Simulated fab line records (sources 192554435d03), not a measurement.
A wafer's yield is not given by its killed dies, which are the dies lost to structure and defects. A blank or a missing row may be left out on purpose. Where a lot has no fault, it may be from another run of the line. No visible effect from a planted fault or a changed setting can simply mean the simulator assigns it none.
Matching of chambers + flow n5 finfet + N5_BEOL_M8_ETCH_65 on rie diel-02: 4 sister chambers
The step etches SiARC in CF4, target depth 15.6 nm, time 26 s. 8 wafers are shown with their chamber, then 7 later ones without.

EACH WAFER AND ITS CHAMBER
| wafer  | chamber | showerhead plenum p Torr (Torr) | etch rf on time s (s) |
|--------|---------|---------------------------------|-----------------------|
| L078.6 | 3       | 2.09                            | 25.0                  |
| L081.3 | 0       | 2.21                            | 26.4                  |
| L080.4 | 2       | 2.18                            | 26.6                  |
| L088.4 | 2       | 2.17                            | 26.3                  |
| L088.5 | 1       | 2.02                            | 26.1                  |
| L088.6 | 3       | 2.09                            | 24.6                  |
| L092.1 | 1       | 2.02                            | 26.4                  |
| L092.2 | 0       | 2.20                            | 25.8                  |

WAFERS MISSING THEIR CHAMBER
| wafer  | showerhead plenum p Torr (Torr) | etch rf on time s (s) |
|--------|---------------------------------|-----------------------|
| L092.3 | 2.08                            | 25.0                  |
| L093.2 | 2.17                            | 26.4                  |
| L093.4 | 2.20                            | 25.8                  |
| L093.5 | 2.17                            | 26.4                  |
| L096.2 | 2.16                            | 26.9                  |
| L096.4 | 2.27                            | 26.3                  |
| L096.5 | 2.16                            | 26.8                  |

THE CHAMBER EACH PASSED THROUGH
| wafer  | from the rows above | in truth                   |
|--------|---------------------|----------------------------|
| L092.3 | 3                   | 3                          |
| L093.2 | 2                   | 2                          |
| L093.4 | 0                   | 0                          |
| L093.5 | 2                   | 2                          |
| L096.2 | 2                   | 2                          |
| L096.4 | 0                   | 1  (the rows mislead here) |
| L096.5 | 2                   | 2                          |
Placed correctly: 6 of 7. Can't be placed from these rows: 0. 1 placed wrongly.
How it was worked out, from the rows above alone: a wafer's distance from a chamber is the root of the sum, over the readings, of the square of ((its reading less the chamber's mean) divided by the reading's scatter). The wafer belongs to the nearest chamber; if the next one is less than 2 further off, it can't be placed. Each chamber's mean is taken over the wafers shown for it. The scatter: the root of (the sum of the squares of (reading less its chamber's mean) over the shown wafers, divided by (wafers less chambers)).
